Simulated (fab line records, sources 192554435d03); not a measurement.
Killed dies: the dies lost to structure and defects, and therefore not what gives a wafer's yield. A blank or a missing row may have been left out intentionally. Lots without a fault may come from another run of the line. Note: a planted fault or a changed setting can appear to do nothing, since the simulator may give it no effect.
Split-lot study :: flow n5Finfet :: 39 wafers read across 7 lots, on a route 1938 steps long

SPLIT DETAILS
At N5_HKMG_FIN_HK_ALD_01 (deposits HfO2, target thk 1.6 nm, pulse time 3 s, purge time 3 s), the setting aldCycles was moved away from the recipe's 30 on 15 of the 39 wafers read, by -10.0% to +16.7%. The other wafers ran this setting at the recipe's value.

FROM THE SPLIT TO THE READING: what the file shows between them, 4 steps
- N5_HKMG_FIN_HK_ANNEAL_02: time 30 s
- N5_HKMG_FIN_ALD_74: deposits La2O3, target thk 0.5 nm, pulse time 6 s, co reactant pulse time 1 s
- N5_HKMG_FIN_WET_ETCH_82: etches La2O3 in dHCl, stops on HfO2, target depth 2 nm, rinse time 30 s
- N5_HKMG_FIN_ALD_36: deposits TiN, target thk 1 nm, pulse time 1 s, purge time 3 s

THE READING
HK_THK, in nm, at N5_HKMG_FIN_THK_MEAS_70 (measures by xrf). A value of 1.612 nm with a standard deviation of 0.019 nm is what fault-free wafers of this fab line usually give.

wafer: L074.1
tool, chamber at the split: aldHk-01, 0,2,1
aldCycles as run: 30
against the recipe: recipe
HK_THK, nm: 1.596
against lot-mates on the recipe: -

wafer: L074.2
tool, chamber at the split: aldHk-01, 1,3,2
aldCycles as run: 27
against the recipe: -10.0%
HK_THK, nm: 1.435
against lot-mates on the recipe: -0.160

wafer: L074.3
tool, chamber at the split: aldHk-01, 0,2,1
aldCycles as run: 30
against the recipe: recipe
HK_THK, nm: 1.590
against lot-mates on the recipe: -

wafer: L074.4
tool, chamber at the split: aldHk-01, 1,3,2
aldCycles as run: 27
against the recipe: -10.0%
HK_THK, nm: 1.434
against lot-mates on the recipe: -0.161

wafer: L074.5
tool, chamber at the split: aldHk-01, 0,2,1
aldCycles as run: 30
against the recipe: recipe
HK_THK, nm: 1.599
against lot-mates on the recipe: -

wafer: L074.6
tool, chamber at the split: aldHk-01, 1,3,2
aldCycles as run: 27
against the recipe: -10.0%
HK_THK, nm: 1.431
against lot-mates on the recipe: -0.164

wafer: L078.1
tool, chamber at the split: aldHk-01, 2,0,1,3,1,0
aldCycles as run: 30
against the recipe: recipe
HK_THK, nm: 1.650
against lot-mates on the recipe: -

wafer: L078.2
tool, chamber at the split: aldHk-01, 2,0,1,3,1,0
aldCycles as run: 30
against the recipe: recipe
HK_THK, nm: 1.634
against lot-mates on the recipe: -

wafer: L078.3
tool, chamber at the split: aldHk-01, 2,0,1,3,1,0
aldCycles as run: 30
against the recipe: recipe
HK_THK, nm: 1.634
against lot-mates on the recipe: -

wafer: L078.4
tool, chamber at the split: aldHk-01, 2,0,1,3,1,0
aldCycles as run: 30
against the recipe: recipe
HK_THK, nm: 1.597
against lot-mates on the recipe: -

wafer: L078.5
tool, chamber at the split: aldHk-01, 2,0,1,3,1,0
aldCycles as run: 30
against the recipe: recipe
HK_THK, nm: 1.630
against lot-mates on the recipe: -

wafer: L078.6
tool, chamber at the split: aldHk-01, 2,0,1,3,1,0
aldCycles as run: 30
against the recipe: recipe
HK_THK, nm: 1.628
against lot-mates on the recipe: -

wafer: L080.4
tool, chamber at the split: aldHk-02, 2,0,1
aldCycles as run: 30
against the recipe: recipe
HK_THK, nm: 1.612
against lot-mates on the recipe: -

wafer: L080.5
tool, chamber at the split: aldHk-02, 2,0,1
aldCycles as run: 30
against the recipe: recipe
HK_THK, nm: 1.595
against lot-mates on the recipe: -

wafer: L080.6
tool, chamber at the split: aldHk-02, 2,0,1
aldCycles as run: 30
against the recipe: recipe
HK_THK, nm: 1.617
against lot-mates on the recipe: -

wafer: L083.1
tool, chamber at the split: aldHk-03, 3,0,2
aldCycles as run: 30
against the recipe: recipe
HK_THK, nm: 1.588
against lot-mates on the recipe: -

wafer: L083.2
tool, chamber at the split: aldHk-03, 2,1,3
aldCycles as run: 27
against the recipe: -10.0%
HK_THK, nm: 1.448
against lot-mates on the recipe: -0.162

wafer: L083.3
tool, chamber at the split: aldHk-03, 2,1,3
aldCycles as run: 27
against the recipe: -10.0%
HK_THK, nm: 1.469
against lot-mates on the recipe: -0.141

wafer: L083.4
tool, chamber at the split: aldHk-03, 3,0,2
aldCycles as run: 30
against the recipe: recipe
HK_THK, nm: 1.618
against lot-mates on the recipe: -

wafer: L083.5
tool, chamber at the split: aldHk-03, 2,1,3
aldCycles as run: 27
against the recipe: -10.0%
HK_THK, nm: 1.433
against lot-mates on the recipe: -0.177

wafer: L083.6
tool, chamber at the split: aldHk-03, 3,0,2
aldCycles as run: 30
against the recipe: recipe
HK_THK, nm: 1.623
against lot-mates on the recipe: -

wafer: L086.1
tool, chamber at the split: aldHk-03, 3,1,0
aldCycles as run: 31
against the recipe: +3.3%
HK_THK, nm: 1.665
against lot-mates on the recipe: +0.053

wafer: L086.2
tool, chamber at the split: aldHk-03, 3,1,0
aldCycles as run: 31
against the recipe: +3.3%
HK_THK, nm: 1.663
against lot-mates on the recipe: +0.051

wafer: L086.3
tool, chamber at the split: aldHk-03, 0,2,3
aldCycles as run: 30
against the recipe: recipe
HK_THK, nm: 1.615
against lot-mates on the recipe: -

wafer: L086.4
tool, chamber at the split: aldHk-03, 0,2,3
aldCycles as run: 30
against the recipe: recipe
HK_THK, nm: 1.608
against lot-mates on the recipe: -

wafer: L086.5
tool, chamber at the split: aldHk-03, 0,2,3
aldCycles as run: 30
against the recipe: recipe
HK_THK, nm: 1.613
against lot-mates on the recipe: -

wafer: L086.6
tool, chamber at the split: aldHk-03, 3,1,0
aldCycles as run: 31
against the recipe: +3.3%
HK_THK, nm: 1.654
against lot-mates on the recipe: +0.042

wafer: L088.1
tool, chamber at the split: aldHk-03, 2,0,3
aldCycles as run: 35
against the recipe: +16.7%
HK_THK, nm: 1.870
against lot-mates on the recipe: +0.260

wafer: L088.2
tool, chamber at the split: aldHk-03, 3,1,0
aldCycles as run: 30
against the recipe: recipe
HK_THK, nm: 1.612
against lot-mates on the recipe: -

wafer: L088.3
tool, chamber at the split: aldHk-03, 3,1,0
aldCycles as run: 30
against the recipe: recipe
HK_THK, nm: 1.607
against lot-mates on the recipe: -

wafer: L088.4
tool, chamber at the split: aldHk-03, 2,0,3
aldCycles as run: 35
against the recipe: +16.7%
HK_THK, nm: 1.854
against lot-mates on the recipe: +0.244

wafer: L088.5
tool, chamber at the split: aldHk-03, 3,1,0
aldCycles as run: 30
against the recipe: recipe
HK_THK, nm: 1.610
against lot-mates on the recipe: -

wafer: L088.6
tool, chamber at the split: aldHk-03, 2,0,3
aldCycles as run: 35
against the recipe: +16.7%
HK_THK, nm: 1.905
against lot-mates on the recipe: +0.295

wafer: L092.1
tool, chamber at the split: aldHk-02, 2,1,3
aldCycles as run: 33
against the recipe: +10.0%
HK_THK, nm: 1.769
against lot-mates on the recipe: +0.162

wafer: L092.2
tool, chamber at the split: aldHk-02, 3,0,2
aldCycles as run: 30
against the recipe: recipe
HK_THK, nm: 1.610
against lot-mates on the recipe: -

wafer: L092.3
tool, chamber at the split: aldHk-02, 3,0,2
aldCycles as run: 30
against the recipe: recipe
HK_THK, nm: 1.598
against lot-mates on the recipe: -

wafer: L092.4
tool, chamber at the split: aldHk-02, 2,1,3
aldCycles as run: 33
against the recipe: +10.0%
HK_THK, nm: 1.770
against lot-mates on the recipe: +0.163

wafer: L092.5
tool, chamber at the split: aldHk-02, 3,0,2
aldCycles as run: 30
against the recipe: recipe
HK_THK, nm: 1.612
against lot-mates on the recipe: -

wafer: L092.6
tool, chamber at the split: aldHk-02, 2,1,3
aldCycles as run: 33
against the recipe: +10.0%
HK_THK, nm: 1.771
against lot-mates on the recipe: +0.164
Where a row lists several chambers, the file gives one row for several wafers and doesn't say which wafer went through which chamber.

FIT RESULTS
A straight line over all 39 wafers: HK_THK changes by +0.0163 nm for each +1% of aldCycles; r = +0.99; the points scatter about the line by 0.015 nm.
The same after taking each lot's own level away (the mean of its wafers on the recipe; 39 wafers): +0.0161 nm for each +1%; r = +0.99; scatter 0.011 nm.
According to that fit, moving aldCycles by its largest amount changes the reading by 0.27 nm.
Across the lots, their own levels run from 1.5950 to 1.6288 nm, a range of 1.8 times the standard deviation given above.
So the lot-to-lot level changes the slope little: the two slopes agree.
Check: +0.269 nm against its lot-mates is what the line predicts for one of the wafers moved furthest among these (+16.7%) when that wafer is left out of the fit. Against them it came out at +0.26 nm.

FILE'S OWN FIT
HK_THK changes by +0.0161 nm for each +1% of aldCycles, r = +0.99.
